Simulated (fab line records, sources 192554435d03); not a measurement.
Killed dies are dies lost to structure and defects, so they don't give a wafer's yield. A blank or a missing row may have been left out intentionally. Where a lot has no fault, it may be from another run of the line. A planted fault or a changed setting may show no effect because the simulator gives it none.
Chamber matching | flow n5_finfet | pecvd-01 running N5_BEOL_M11_DEP_56: 3 sister chambers
The step deposits SiCN from 3MS/NH3, target thk 30 nm, time 10.5 s. 14 wafers are shown with their chamber, then 7 later ones without.

== WAFERS, EACH WITH ITS CHAMBER ==
wafer  | chamber | throttle_valve_pct (%) | showerhead_plenum_p_Torr (Torr)
L075.1 | 1       | 18.4                   | 4.16
L075.2 | 2       | 17.9                   | 4.14
L075.6 | 0       | 16.5                   | 4.20
L078.1 | 2       | 17.7                   | 4.14
L078.3 | 1       | 18.6                   | 4.14
L078.5 | 2       | 17.5                   | 4.14
L082.2 | 1       | 18.4                   | 4.14
L082.4 | 1       | 18.1                   | 4.15
L082.5 | 2       | 17.8                   | 4.12
L084.1 | 1       | 18.4                   | 4.14
L084.5 | 1       | 18.6                   | 4.14
L084.6 | 0       | 16.6                   | 4.21
L086.1 | 2       | 17.8                   | 4.13
L086.2 | 1       | 18.8                   | 4.14

SIGNATURES, as means of the wafers listed above
reading                  | chamber 0 | chamber 1 | chamber 2 | scatter within a chamber
throttle_valve_pct       | 16.550    | 18.471    | 17.740    | 0.189
showerhead_plenum_p_Torr | 4.2050    | 4.1443    | 4.1340    | 0.00821
Rule: distance of a wafer from a chamber = root of the sum over the readings of ((wafer's reading minus chamber's mean) / reading's scatter) squared. The wafer belongs to the nearest chamber; if the next one is less than 2 further off, it can't be placed. The scatter is the square root of a quotient: the sum, over the shown wafers, of each reading's squared deviation from its chamber's mean, divided by wafers minus chambers.

== WAFERS MISSING THEIR CHAMBER ==
wafer  | throttle_valve_pct (%) | showerhead_plenum_p_Torr (Torr)
L086.4 | 18.5                   | 4.15
L092.4 | 18.5                   | 4.14
L092.5 | 17.4                   | 4.13
L092.6 | 16.2                   | 4.19
L095.1 | 16.4                   | 4.19
L095.3 | 18.4                   | 4.14
L095.5 | 18.4                   | 4.14

== THE CHAMBER EACH PASSED THROUGH ==
wafer  | from the rows above | in truth
L086.4 | 1                   | 1
L092.4 | 1                   | 1
L092.5 | 2                   | 2
L092.6 | 0                   | 0
L095.1 | 0                   | 0
L095.3 | 1                   | 1
L095.5 | 1                   | 1
Placed correctly: 7 of 7. Left unplaced by these rows: 0. Placed wrongly: 0.
